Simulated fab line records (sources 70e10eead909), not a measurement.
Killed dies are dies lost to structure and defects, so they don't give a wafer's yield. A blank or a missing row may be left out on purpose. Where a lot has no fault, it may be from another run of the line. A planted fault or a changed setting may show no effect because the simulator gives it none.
Which of the tools did it? | flow nand harc | 18 wafers from 6 lots sampled at 4 of the route's 1159 steps

== WHAT THE GAUGES SHOWED, per wafer ==
NHARC_THIN_TSV_CD_MEAS_37.
lot  | measured     | on        | cd nm (nm)
L330 | day 19 10:55 | cd sem-03 | 5000.1 5003.8 4999.0
L331 | day 19 15:59 | cd sem-03 | 4996.1 4999.2 4999.7
L337 | day 21 10:22 | cd sem-01 | 4999.9 5002.4 5003.5
L346 | day 23 01:35 | cd sem-03 | 5002.5 4995.6 4996.0
L347 | day 23 21:07 | cd sem-02 | 5000.7 4999.1 4996.0
L350 | day 24 17:35 | cd sem-01 | 5001.0 5001.9 5001.8

== WHAT TOOL EACH LOT RAN ON (gives the tool, then ch and the chambers of the sampled wafers, and finally the start) ==
lot  | NHARC_A_M1_STRIP_18                | NHARC_THIN_TSV_PRE_CLEAN_54  | NHARC_THIN_TSV_ETCH_59
L330 | rie diel-04 ch 1,2, day 17 23:25   | pvd sputter-01, day 19 08:33 | rie metal-03 ch 0,1, day 19 09:46
L331 | rie diel-04 ch 0,1,3, day 18 09:15 | pvd sputter-03, day 19 13:32 | rie metal-03 ch 0,1, day 19 14:49
L337 | rie diel-12 ch 0,1,3, day 20 01:18 | pvd sputter-01, day 21 07:55 | rie metal-03 ch 0,1, day 21 09:08
L346 | rie diel-12 ch 1,3, day 21 19:40   | pvd sputter-02, day 22 22:29 | rie metal-02 ch 0, day 23 00:16
L347 | rie diel-04 ch 1,2,3, day 22 16:02 | pvd sputter-01, day 23 18:34 | rie metal-02 ch 0,1, day 23 19:58
L350 | rie diel-04 ch 0,2,3, day 23 11:22 | pvd sputter-01, day 24 15:12 | rie metal-03 ch 0,1, day 24 16:28
- NHARC_A_M1_STRIP_18: strips in N2/H2.
- NHARC_THIN_TSV_PRE_CLEAN_54: time 30 s.
- NHARC_THIN_TSV_ETCH_59: etches the open film in Cl2/BCl3, target depth 880 nm, time 138.1 s.

== THE ANSWER, worked out from the rows above alone ==
Rule: the usual values come from the lots themselves. Put in order of their means at a reading, lots are off if they are a third of the lots or fewer, leave a main group of 4 or more, and stand apart from it by a gap of 3 or more times the standard deviation of the main group's means; of several such gaps the widest counts. Not used: any main group whose means are identical at the precision the tables above print for the reading. Also off: a lot with no number at a reading for which 4 or more lots have one. Any other lot the step has rows for is counted as sound.
No lot is off at any reading shown: from this, nothing can be told.

== WHAT WAS PUT IN BY THE SIMULATOR ==
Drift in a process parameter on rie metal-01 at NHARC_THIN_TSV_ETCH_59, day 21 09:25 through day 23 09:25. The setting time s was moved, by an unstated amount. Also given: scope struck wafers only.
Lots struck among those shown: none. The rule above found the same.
